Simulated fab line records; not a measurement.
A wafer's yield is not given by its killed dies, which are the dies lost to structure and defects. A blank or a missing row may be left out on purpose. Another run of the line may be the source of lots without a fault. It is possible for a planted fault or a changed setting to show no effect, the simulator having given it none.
Chamber matching ; flow nand-harc ; 3 sister chambers for NHARC_A_STAIRCASE_DEP_259 on pecvd-03
The step deposits SiON, target thk 30 nm. 18 wafers are shown with their chamber, then 9 later ones without.

## WAFERS, EACH WITH ITS CHAMBER
wafer;chamber;heater-power-w (W)
L074.1;2;692
L074.4;2;726
L074.6;0;817
L075.4;1;775
L075.5;2;688
L075.6;0;711
L080.1;0;786
L080.5;1;722
L080.6;2;744
L082.2;0;725
L082.4;0;741
L082.6;2;769
L088.1;2;731
L088.4;0;706
L088.5;1;696
L089.2;2;687
L089.4;2;700
L089.5;0;719

SIGNATURES (means of the wafers above)
reading;chamber 0;chamber 1;chamber 2;scatter within a chamber
heater-power-w;743.57;731.00;717.12;36.7
Rule: a wafer lies at a distance from a chamber equal to the root of the sum of squares, over the readings, of (its reading less the chamber's mean, divided by the reading's scatter). If the next closest chamber is less than 2 further off than the closest, the wafer can't be placed; otherwise it belongs to the closest. The scatter: take each reading less its chamber's mean, square it, sum over the shown wafers, divide by the number of wafers less the number of chambers, and take the root.

## WAFERS WITH NO CHAMBER GIVEN
wafer;heater-power-w (W)
L091.1;726
L091.3;721
L091.6;760
L092.1;769
L092.4;689
L092.6;745
L094.3;719
L094.5;723
L094.6;745

## EACH ONE'S CHAMBER
wafer;from the rows above;in truth
L091.1;can't be placed: 1 or 2 or 0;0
L091.3;can't be placed: 2 or 1 or 0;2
L091.6;can't be placed: 0 or 1 or 2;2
L092.1;can't be placed: 0 or 1 or 2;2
L092.4;can't be placed: 2 or 1 or 0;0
L092.6;can't be placed: 0 or 1 or 2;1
L094.3;can't be placed: 2 or 1 or 0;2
L094.5;can't be placed: 2 or 1 or 0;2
L094.6;can't be placed: 0 or 1 or 2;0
0 of 9 placed correctly. Unplaceable from these rows: 9, with the true chamber sitting among the candidates in 9. Wrongly placed: 0.
